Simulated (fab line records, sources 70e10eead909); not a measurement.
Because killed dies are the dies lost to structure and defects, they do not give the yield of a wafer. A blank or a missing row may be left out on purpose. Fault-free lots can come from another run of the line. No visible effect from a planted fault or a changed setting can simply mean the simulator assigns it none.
Which tool was responsible? :: flow nand-harc :: 12 lots, 36 wafers sampled, at 6 steps of a route of 1159

WHAT THE GAUGES SHOWED, per wafer
NHARC_A_BONDPAD_THK_MEAS_30: measures by ellipsometry.
lot: L077
measured: day 18 03:35
on: film-metro-01
thk-nm (nm): 201.3 198.7 199.3

lot: L079
measured: day 18 05:56
on: film-metro-01
thk-nm (nm): 201.9 200.2 200.1

lot: L076
measured: day 18 11:08
on: film-metro-01
thk-nm (nm): 198.8 201.6 199.4

lot: L082
measured: day 19 19:31
on: film-metro-01
thk-nm (nm): 203.1 201.5 200.8

lot: L083
measured: day 20 08:37
on: film-metro-01
thk-nm (nm): 202.1 202.7 198.7

lot: L084
measured: day 20 18:43
on: film-metro-01
thk-nm (nm): 200.0 200.4 199.1

lot: L089
measured: day 21 20:43
on: film-metro-01
thk-nm (nm): 201.8 201.8 201.2

lot: L091
measured: day 21 22:43
on: film-metro-02
thk-nm (nm): 201.1 203.1 199.5

lot: L088
measured: day 22 04:12
on: film-metro-01
thk-nm (nm): 200.3 201.6 203.9

lot: L095
measured: day 22 13:40
on: film-metro-02
thk-nm (nm): 202.3 200.3 200.9

lot: L092
measured: day 23 01:02
on: film-metro-02
thk-nm (nm): 199.5 199.0 199.6

lot: L096
measured: day 23 15:46
on: film-metro-01
thk-nm (nm): 200.1 200.8 199.1

TOOL THAT RAN EACH LOT (tool first, then ch and the chambers of the sampled wafers, then the start)
lot: L077
NHARC_A_CONTACT_DEP_29: pecvd-02 ch 0,1,2, day 16 14:35
NHARC_A_CONTACT_ETCH_120: har-cap-etch-03 ch 0,1, day 16 17:44
NHARC_A_CONTACT_STRIP_55: rie-diel-13 ch 1,2,3, day 17 01:34 or earlier
NHARC_A_CONTACT_ETCH_132: har-cap-etch-01 ch 0,1, day 17 01:34
NHARC_A_M1_PVD_20: pvd-sputter-01, day 18 03:35 or earlier

lot: L079
NHARC_A_CONTACT_DEP_29: pecvd-01 ch 0,1,2, day 16 18:40
NHARC_A_CONTACT_ETCH_120: har-cap-etch-03 ch 0,1, day 16 21:50
NHARC_A_CONTACT_STRIP_55: rie-diel-06 ch 1,2,3, day 17 05:05 or earlier
NHARC_A_CONTACT_ETCH_132: har-cap-etch-03 ch 0,1, day 17 05:05
NHARC_A_M1_PVD_20: pvd-sputter-01, day 18 05:56 or earlier

lot: L076
NHARC_A_CONTACT_DEP_29: pecvd-01 ch 0,1, day 16 22:04
NHARC_A_CONTACT_ETCH_120: har-cap-etch-03 ch 0,1, day 17 01:04
NHARC_A_CONTACT_STRIP_55: rie-diel-05 ch 1,2, day 17 08:03 or earlier
NHARC_A_CONTACT_ETCH_132: har-cap-etch-02 ch 0, day 17 08:03
NHARC_A_M1_PVD_20: pvd-sputter-02, day 18 11:08 or earlier

lot: L082
NHARC_A_CONTACT_DEP_29: pecvd-01 ch 0,1,2, day 18 07:16
NHARC_A_CONTACT_ETCH_120: har-cap-etch-01 ch 0,1, day 18 10:40
NHARC_A_CONTACT_STRIP_55: rie-diel-13 ch 0,3, day 18 18:52 or earlier
NHARC_A_CONTACT_ETCH_132: har-cap-etch-02 ch 0,1, day 18 18:52
NHARC_A_M1_PVD_20: pvd-sputter-01, day 19 19:31 or earlier

lot: L083
NHARC_A_CONTACT_DEP_29: pecvd-04 ch 0,1,2, day 18 13:43
NHARC_A_CONTACT_ETCH_120: har-cap-etch-03 ch 0,1, day 18 16:46
NHARC_A_CONTACT_STRIP_55: rie-diel-05 ch 0,1, day 19 02:07 or earlier
NHARC_A_CONTACT_ETCH_132: har-cap-etch-01 ch 0,1, day 19 02:07
NHARC_A_M1_PVD_20: pvd-sputter-01, day 20 08:37 or earlier

lot: L084
NHARC_A_CONTACT_DEP_29: pecvd-04 ch 1,2, day 18 20:46
NHARC_A_CONTACT_ETCH_120: har-cap-etch-02 ch 0,1, day 18 23:53
NHARC_A_CONTACT_STRIP_55: rie-diel-06 ch 0,3, day 19 11:59 or earlier
NHARC_A_CONTACT_ETCH_132: har-cap-etch-02 ch 1, day 19 11:59
NHARC_A_M1_PVD_20: pvd-sputter-01, day 20 18:43 or earlier

lot: L089
NHARC_A_CONTACT_DEP_29: pecvd-04 ch 0,1, day 20 01:55
NHARC_A_CONTACT_ETCH_120: har-cap-etch-01 ch 0,1, day 20 04:51
NHARC_A_CONTACT_STRIP_55: rie-diel-06 ch 0,1,2, day 20 15:10 or earlier
NHARC_A_CONTACT_ETCH_132: har-cap-etch-02 ch 0,1, day 20 15:10
NHARC_A_M1_PVD_20: pvd-sputter-03, day 21 20:43 or earlier

lot: L091
NHARC_A_CONTACT_DEP_29: pecvd-04 ch 0,1, day 20 07:58
NHARC_A_CONTACT_ETCH_120: har-cap-etch-03 ch 0,1, day 20 11:05
NHARC_A_CONTACT_STRIP_55: rie-diel-06 ch 0,1,3, day 20 18:49 or earlier
NHARC_A_CONTACT_ETCH_132: har-cap-etch-02 ch 0,1, day 20 18:49
NHARC_A_M1_PVD_20: pvd-sputter-02, day 21 22:43 or earlier

lot: L088
NHARC_A_CONTACT_DEP_29: pecvd-01 ch 1,2, day 20 13:58
NHARC_A_CONTACT_ETCH_120: har-cap-etch-01 ch 0,1, day 20 17:05
NHARC_A_CONTACT_STRIP_55: rie-diel-06 ch 0,1, day 21 01:50 or earlier
NHARC_A_CONTACT_ETCH_132: har-cap-etch-02 ch 0,1, day 21 01:50
NHARC_A_M1_PVD_20: pvd-sputter-02, day 22 04:12 or earlier

lot: L095
NHARC_A_CONTACT_DEP_29: pecvd-01 ch 1,2, day 20 19:01
NHARC_A_CONTACT_ETCH_120: har-cap-etch-02 ch 0,1, day 20 22:14
NHARC_A_CONTACT_STRIP_55: rie-diel-06 ch 0,2, day 21 09:01 or earlier
NHARC_A_CONTACT_ETCH_132: har-cap-etch-03 ch 0,1, day 21 09:01
NHARC_A_M1_PVD_20: pvd-sputter-02, day 22 13:40 or earlier

lot: L092
NHARC_A_CONTACT_DEP_29: pecvd-04 ch 1,2, day 21 15:37
NHARC_A_CONTACT_ETCH_120: har-cap-etch-01 ch 0,1, day 21 18:35
NHARC_A_CONTACT_STRIP_55: rie-diel-06 ch 0,3, day 22 02:27 or earlier
NHARC_A_CONTACT_ETCH_132: har-cap-etch-03 ch 0,1, day 22 02:27
NHARC_A_M1_PVD_20: pvd-sputter-03, day 23 01:02 or earlier

lot: L096
NHARC_A_CONTACT_DEP_29: pecvd-01 ch 1,2, day 21 22:21
NHARC_A_CONTACT_ETCH_120: har-cap-etch-01 ch 0,1, day 22 01:28
NHARC_A_CONTACT_STRIP_55: rie-diel-13 ch 1,2, day 22 09:38 or earlier
NHARC_A_CONTACT_ETCH_132: har-cap-etch-02 ch 0,1, day 22 09:38
NHARC_A_M1_PVD_20: pvd-sputter-01, day 23 15:46 or earlier
- NHARC_A_CONTACT_DEP_29: deposits SiON, target thk 70 nm.
- NHARC_A_CONTACT_ETCH_120: etches the open film in C4F8/O2/Ar, time 94 s, target depth 922 nm.
- NHARC_A_CONTACT_STRIP_55: strips in O2.
- NHARC_A_CONTACT_ETCH_132: etches the open film in C4F8/O2/Ar, time 156 s, target depth 958 nm.
- NHARC_A_M1_PVD_20: deposits TaN, target thk 5 nm, time 8.06 s.

THE ANSWER, worked out from the rows above alone
Rule: what is usual is taken from the lots themselves. The widest of any qualifying gaps counts: lots, ordered by their means at a reading, are off when they make up no more than a third of the lots, leave a main group of 4 or more, and stand apart from it by 3 or more times the standard deviation of that group's means. If all means in a main group match to the digits the tables above print for the reading, that group is not used. A lot without any number at a reading at which 4 lots or more have one is off too. The other lots that the step has rows for count as sound.
None of the lots is off at any reading shown; this tells nothing.

WHAT THE SIMULATOR HAD INSERTED
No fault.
